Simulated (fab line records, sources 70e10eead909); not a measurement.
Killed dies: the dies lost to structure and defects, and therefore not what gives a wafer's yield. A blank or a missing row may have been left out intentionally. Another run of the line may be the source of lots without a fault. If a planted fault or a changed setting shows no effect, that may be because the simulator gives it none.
Matching of chambers / flow nand-harc / rie-diel-02 running NHARC_A_STAIRCASE_DESCUM_168: 4 sister chambers
The step chemistry O2, time 3 s. 4 wafers are shown with their chamber, then 10 later ones without.

== WAFERS, EACH WITH ITS CHAMBER ==
wafer=L088.3; chamber=3; drypump-motor-current-A (A)=6.3
wafer=L088.6; chamber=0; drypump-motor-current-A (A)=6.0
wafer=L093.1; chamber=2; drypump-motor-current-A (A)=5.2
wafer=L093.3; chamber=1; drypump-motor-current-A (A)=5.4

== WAFERS WITH NO CHAMBER GIVEN ==
wafer=L093.4; drypump-motor-current-A (A)=6.3
wafer=L094.1; drypump-motor-current-A (A)=5.2
wafer=L094.2; drypump-motor-current-A (A)=5.4
wafer=L094.4; drypump-motor-current-A (A)=6.3
wafer=L096.1; drypump-motor-current-A (A)=5.2
wafer=L096.2; drypump-motor-current-A (A)=5.4
wafer=L096.6; drypump-motor-current-A (A)=5.4
wafer=L097.1; drypump-motor-current-A (A)=5.4
wafer=L097.2; drypump-motor-current-A (A)=6.1
wafer=L097.4; drypump-motor-current-A (A)=6.3

== EACH ONE'S CHAMBER ==
wafer=L093.4; from the rows above=3; in truth=3
wafer=L094.1; from the rows above=2; in truth=2
wafer=L094.2; from the rows above=1; in truth=1
wafer=L094.4; from the rows above=3; in truth=3
wafer=L096.1; from the rows above=2; in truth=2
wafer=L096.2; from the rows above=1; in truth=1
wafer=L096.6; from the rows above=1; in truth=1
wafer=L097.1; from the rows above=1; in truth=1
wafer=L097.2; from the rows above=0; in truth=0
wafer=L097.4; from the rows above=3; in truth=3
Placed correctly: 10 of 10. Can't be placed from these rows: 0. Placed wrongly: 0.
How it was worked out, from the rows above alone: a wafer's distance from a chamber is the root of the sum, over the readings, of the square of ((its reading less the chamber's mean) divided by the reading's scatter). The wafer belongs to the nearest chamber; if the next one is less than 2 further off, it can't be placed. For every chamber, the mean is computed from those of its wafers that are shown. The scatter: with one shown wafer a chamber, the root of the mean of the squares of how far each hidden wafer lies from its nearest shown one.
